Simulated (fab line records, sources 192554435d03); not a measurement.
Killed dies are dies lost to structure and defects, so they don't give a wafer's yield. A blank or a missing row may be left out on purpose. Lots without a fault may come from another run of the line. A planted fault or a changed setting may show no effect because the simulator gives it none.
Chamber matching | flow n5_finfet | N5_BEOL_M9_CURE_71 on uv_cure-03: 3 sister chambers
The step cures SiCOH lowk, time 240 s. 3 wafers are shown with their chamber, then 12 later ones without.

WAFERS WITH THEIR CHAMBER
wafer  | chamber | wafer_temp_C_max
L081.5 | 1       | 386.3
L082.4 | 0       | 387.0
L088.6 | 2       | 387.2

WAFERS WITHOUT THEIR CHAMBER
wafer  | wafer_temp_C_max
L090.2 | 386.4
L090.5 | 386.6
L090.6 | 386.8
L093.1 | 387.3
L093.2 | 387.2
L093.6 | 386.7
L093.3 | 387.1
L093.4 | 386.6
L093.5 | 386.7
L094.2 | 386.4
L094.3 | 386.3
L094.5 | 386.4

WHICH CHAMBER EACH WENT THROUGH
wafer  | from the rows above          | in truth
L090.2 | 1                            | 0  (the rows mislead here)
L090.5 | can't be placed: 1 or 0 or 2 | 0
L090.6 | can't be placed: 0 or 2 or 1 | 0
L093.1 | can't be placed: 2 or 0      | 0
L093.2 | can't be placed: 2 or 0      | 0
L093.6 | can't be placed: 0 or 1 or 2 | 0
L093.3 | can't be placed: 2 or 0      | 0
L093.4 | can't be placed: 1 or 0 or 2 | 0
L093.5 | can't be placed: 0 or 1 or 2 | 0
L094.2 | 1                            | 1
L094.3 | 1                            | 1
L094.5 | 1                            | 1
Placed correctly: 3 of 12. Can't be placed from these rows: 8 (the true chamber is among the candidates in 8). Placed wrongly: 1.
How it was worked out, from the rows above alone: a wafer's distance from a chamber is the root of the sum, over the readings, of the square of ((its reading less the chamber's mean) divided by the reading's scatter). The wafer belongs to the nearest chamber; if the next one is less than 2 further off, it can't be placed. A chamber's mean is the mean of its shown wafers. The scatter: with one shown wafer a chamber, the root of the mean of the squares of how far each hidden wafer lies from its nearest shown one.
